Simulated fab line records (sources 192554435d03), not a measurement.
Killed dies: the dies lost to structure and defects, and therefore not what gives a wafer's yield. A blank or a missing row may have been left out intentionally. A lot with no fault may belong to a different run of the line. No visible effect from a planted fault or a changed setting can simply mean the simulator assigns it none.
Split-lot trial + flow n5_finfet + 21 wafers read across 7 lots, on a route 1938 steps long

## THE SPLIT ITSELF
At N5_BEOL_M13_ETCH_59 (etches BARC in N2/H2, target depth 89 nm, overetch 26.7 nm, time 67.9 s), the setting time_s was moved away from the recipe's 67.9 s on 7 of the 21 wafers read, by -18.3% to +22.2%. The other wafers ran this setting at the recipe's value.

There is no step in the file separating the split from the reading.

## THE READING
coat_of_BEOL_M13_COAT_04.thk_nm (the simulator's own value, which no gauge read), in nm, at N5_BEOL_M13_VIA_ETCH_16 (etches SiOC in C4F8/O2/Ar, target depth 921.7 nm). The file does not state a usual value for it. Here, 14 wafers ran the recipe; their average is 73.3 nm with a standard deviation of 3.4 nm.

| wafer  | tool, chamber at the split | time_s as run, s | against the recipe | coat_of_BEOL_M13_COAT_04.thk_nm, nm | against lot-mates on the recipe |
|--------|----------------------------|------------------|--------------------|-------------------------------------|---------------------------------|
| L078.2 | rie_diel-03, 0             | 67.9             | recipe             | 72                                  | -                               |
| L078.3 | rie_diel-03, 1             | 67.9             | recipe             | 70.2                                | -                               |
| L078.4 | rie_diel-03, 2             | 80.75            | +18.9%             | 58.4                                | -12.7                           |
| L083.4 | rie_diel-03, 3             | 67.9             | recipe             | 72.2                                | -                               |
| L083.5 | rie_diel-03, 2             | 67.9             | recipe             | 74                                  | -                               |
| L083.6 | rie_diel-03, 1             | 67.9             | recipe             | 71                                  | -                               |
| L085.2 | rie_diel-03, 0             | 67.9             | recipe             | 79                                  | -                               |
| L085.3 | rie_diel-03, 2             | 59.6             | -12.2%             | 85.8                                | +6.8                            |
| L085.5 | rie_diel-03, 1             | 59.6             | -12.2%             | 80                                  | +1.0                            |
| L089.4 | rie_diel-04, 2             | 82.94            | +22.2%             | 57.6                                | -12.6                           |
| L089.5 | rie_diel-04, 2             | 82.94            | +22.2%             | 53.2                                | -17.0                           |
| L089.6 | rie_diel-04, 1             | 67.9             | recipe             | 70.2                                | -                               |
| L088.1 | rie_diel-02, 1             | 67.9             | recipe             | 76.2                                | -                               |
| L088.2 | rie_diel-02, 2             | 67.9             | recipe             | 72.8                                | -                               |
| L088.3 | rie_diel-02, 3             | 60.54            | -10.8%             | 81.8                                | +7.3                            |
| L092.2 | rie_diel-04, 0             | 67.9             | recipe             | 78.4                                | -                               |
| L092.3 | rie_diel-04, 3             | 67.9             | recipe             | 79.6                                | -                               |
| L092.6 | rie_diel-04, 1             | 67.9             | recipe             | 69                                  | -                               |
| L095.2 | rie_diel-03, 3             | 67.9             | recipe             | 70.6                                | -                               |
| L095.3 | rie_diel-03, 1             | 55.5             | -18.3%             | 82.6                                | +11.5                           |
| L095.5 | rie_diel-03, 2             | 67.9             | recipe             | 71.6                                | -                               |

FIT RESULTS
A straight line over all 21 wafers: coat_of_BEOL_M13_COAT_04.thk_nm changes by -0.751 nm for each +1% of time_s; r = -0.92; the points scatter about the line by 3.3 nm.
The same after taking each lot's own level away (the mean of its wafers on the recipe; 21 wafers): -0.611 nm for each +1%; r = -0.92; scatter 2.6 nm.
On that fit, the largest move of time_s shifts the reading by 14 nm.
The lots' own levels span 70.20 to 79.00 nm, that is 2.6 times the standard deviation above.
In other words, the slope is changed by the lot-to-lot level; the two fits disagree.
Check: for one of the wafers moved furthest among these (+22.2%), held out of the fit, the line's prediction against its lot-mates is -14.5 nm. It came out at -12.6 nm against them.

## FURTHER SPLITS ON THESE WAFERS
Before the reading, these wafers also passed through other splits. Each is held against what the fit with the lots' levels taken away leaves over:
| other split on the same wafers   | wafers away from the commonest value | r with coat_of_BEOL_M13_COAT_04.thk_nm (lot level and that fit taken away) |
|----------------------------------|--------------------------------------|----------------------------------------------------------------------------|
| N5_BEOL_M12_ETCH_59 h2_flow_sccm | 10                                   | -0.07                                                                      |
| N5_BEOL_M13_EXPOSE_07 dose_mj    | 7                                    | +0.03                                                                      |

## THE WHOLE CHAIN: every reading that the file lists as answering this split, in the file's order
| step                    | what it does                                                            | reading                                                                          | change (the file's fit)               | r (the file's) |
|-------------------------|-------------------------------------------------------------------------|----------------------------------------------------------------------------------|---------------------------------------|----------------|
| N5_BEOL_M13_ETCH_59     | etches BARC in N2/H2, target depth 89 nm, overetch 26.7 nm, time 67.9 s | coat_of_BEOL_M13_COAT_04.thk_nm (the simulator's own value, which no gauge read) | -0.569 nm for each +1% of the setting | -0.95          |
| N5_BEOL_M13_VIA_ETCH_16 | etches SiOC in C4F8/O2/Ar, target depth 921.7 nm                        | coat_of_BEOL_M13_COAT_04.thk_nm (the simulator's own value, which no gauge read) | -0.624 nm for each +1% of the setting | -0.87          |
| N5_BEOL_M13_STRIP_63    | strips in N2/H2                                                         | strip_time_to_endpoint_s                                                         | withheld for each +1% of the setting  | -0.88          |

## THE FILE'S OWN FIT
coat_of_BEOL_M13_COAT_04.thk_nm changes by -0.624 nm for each +1% of time_s, r = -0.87.
